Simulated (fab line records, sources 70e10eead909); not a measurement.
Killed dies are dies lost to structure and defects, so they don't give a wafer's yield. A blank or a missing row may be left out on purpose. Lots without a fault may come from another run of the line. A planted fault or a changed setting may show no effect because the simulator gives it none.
A struck lot beside a sound one | flow nand_harc | 25 steps out of a route of 1302
Sound: wafers L629.1, L629.2, L629.4. Struck: wafers L648.2, L648.3, L648.6. The cause comes at the end.
At each step with rows: each side's tool, then ch and its chambers, then its first start. Under that, the readings that differ: sound wafers | struck wafers | difference of the means | sigmas: that difference in standard deviations of wafers without a fault.
alike: readings whose means differ by less than 2 such deviations, and words and numbers that are the same on both sides. not compared: withheld readings, readings that some wafer has no value for, bounds like >300 that may hide the same value, and numbers for which the record gives no deviation and whose values overlap.
The two part at a step that has a row with sigmas, a row that says differs or no value, or rows on one side only. Numbers that don't overlap but have no deviation are shown without sigmas and don't part them. A reading that every wafer of one side lacks parts them only if that side has two wafers or more.

first, 1 step without rows for these wafers: NHARC_A_M0_SRD_25.
NHARC_A_M0_INSPECT_27:
  sound on defect_inspect-02, day 23 07:25; struck on defect_inspect-02, day 31 14:53
  alike: raw_defect_count
NHARC_A_M0_PRE_CLEAN_31: time 12 s.
  sound on pecvd-01 ch 0,1,2, day 23 07:29; struck on pecvd-04 ch 0,1, day 31 14:58
  alike: heater_power_w
NHARC_A_M0_DEP_32: deposits SiCN, target thk 30 nm.
  sound on pecvd-01 ch 0,1,2, day 23 07:36; struck on pecvd-04 ch 0,1, day 31 15:02
  alike: heater_power_w
then, 7 steps without rows for these wafers: NHARC_A_M1_DEP_00 (deposits SiOC, target thk 182.5 nm); NHARC_A_M1_DEHYDRATE_01 (time 120 s); NHARC_A_M1_HMDS_02 (time 30 s); NHARC_A_M1_COAT_34 (time 65 s); NHARC_A_M1_COAT_03 (resist thk 90 nm); NHARC_A_M1_SOFTBAKE_04 (time 55 s); NHARC_A_M1_EBR_05.
NHARC_A_M1_EXPOSE_06: exposes mask A M1, target cd 120 nm.
  sound on arfi_scanner-03 ch 0, day 23 08:40; struck on arfi_scanner-03 ch 0, day 31 16:09
  reading              | sound             | struck            | difference | sigmas
  exposure_dose_mJ_cm2 | 74.87 74.82 74.92 | 70.79 70.73 70.74 | -4.12      | -49
  alike: mask
then, 2 steps without rows for these wafers: NHARC_A_M1_PEB_07 (peb time 65 s); NHARC_A_M1_DEVELOP_08 (develop time 35 s).
NHARC_A_M1_CD_MEAS_09: target cd 120 nm.
  sound on cd_sem-02 ch 0, day 23 08:48; struck on cd_sem-03 ch 0, day 31 16:17
  reading    | sound             | struck            | difference | sigmas
  cd_nm (nm) | 119.7 120.2 119.8 | 116.0 115.1 116.3 | -4.1       | -9
NHARC_A_M1_OVL_MEAS_10: pitch 240 nm.
  sound on overlay-02, day 23 08:53; struck on overlay-01, day 31 16:22
  reading           | sound          | struck      | difference | sigmas
  overlay_x_nm (nm) | -1.2 -1.6 -1.7 | 1.8 1.3 1.4 | +3.0       | +3
  alike: overlay_y_nm
NHARC_A_M1_INSPECT_11:
  sound on defect_inspect-02, day 23 08:55; struck on defect_inspect-02, day 31 16:25
  alike: raw_defect_count
NHARC_A_M1_DESCUM_14: chemistry O2, time 3 s.
  sound on rie_diel-02 ch 1,2,3, day 23 08:59; struck on rie_diel-10 ch 1,3, day 31 16:29
  reading               | sound             | struck          | difference | sigmas
  model.A_M1.cd_nm (nm) | 120.7 120.6 120.4 | 116.3 115.7 116 | -4.6       |
  alike: drypump_motor_current_A, o2_flow_sccm, oes_product_au, rf_vpp_V, showerhead_plenum_p_Torr, throttle_valve_pct
  not compared: rf_hours_counter_h
NHARC_A_M1_ETCH_35: etches the open film in N2/H2, target depth 40 nm, overetch 12 nm, time 43.94 s.
  sound on rie_diel-02 ch 0,1,2, day 23 09:04; struck on rie_diel-10 ch 0,1,2, day 31 16:34
  alike: drypump_motor_current_A, oes_product_au, rf_vpp_V, showerhead_plenum_p_Torr, throttle_valve_pct
  not compared: rf_hours_counter_h
NHARC_A_M1_ETCH_15: etches the open film in C4F8/Ar, target depth 182.5 nm, time 91.2 s.
  sound on rie_diel-02 ch 1,2,3; struck on rie_diel-10 ch 1,2,3
  alike: oes_product_au, rf_vpp_V
  not compared: rf_hours_counter_h
NHARC_A_M1_CD_MEAS_16:
  sound on cd_sem-01, day 23 09:17; struck on cd_sem-01, day 31 16:47
  reading    | sound             | struck            | difference | sigmas
  cd_nm (nm) | 120.1 120.3 119.9 | 116.5 115.9 116.2 | -3.9       | -7
NHARC_A_M1_STRIP_18: strips in N2/H2.
  sound on rie_diel-12 ch 0,1, day 23 09:22; struck on rie_diel-12 ch 1,2,3, day 31 16:53
  reading               | sound             | struck            | difference | sigmas
  oes_product_au (a.u.) | 1.008 1.014 1.009 | 0.990 0.999 0.995 | -0.016     | -2
  alike: drypump_motor_current_A, rf_vpp_V, showerhead_plenum_p_Torr, throttle_valve_pct
  not compared: rf_hours_counter_h
NHARC_A_M1_ETCH_28: etches the open film in CF4/N2, target depth 30 nm, time 72.99 s.
  sound on rie_diel-12 ch 0,1,3; struck on rie_diel-12 ch 2,3
  reading               | sound             | struck            | difference | sigmas
  model.A_M1.cd_nm (nm) | 120.9 120.3 120.5 | 116.6 115.9 115.9 | -4.4       |
  alike: drypump_motor_current_A, oes_product_au, rf_vpp_V, showerhead_plenum_p_Torr, throttle_valve_pct
  not compared: rf_hours_counter_h
then, 1 step without rows for these wafers: NHARC_A_M1_STRIP_19 (strips in post etch residue remover, time 600 s).
NHARC_END_SORT_01:
  the record has rows for the sound wafers here (prober-01 ch 0, day 24 23:43) and none for the struck ones

WHERE THEY PART
First at NHARC_A_M1_EXPOSE_06; last, within this record, at NHARC_END_SORT_01.

WHY: what the simulator had put in
Process parameter drift: arfi_scanner-03, from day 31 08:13 on, at NHARC_A_M1_EXPOSE_06. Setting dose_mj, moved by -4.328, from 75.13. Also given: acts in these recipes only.
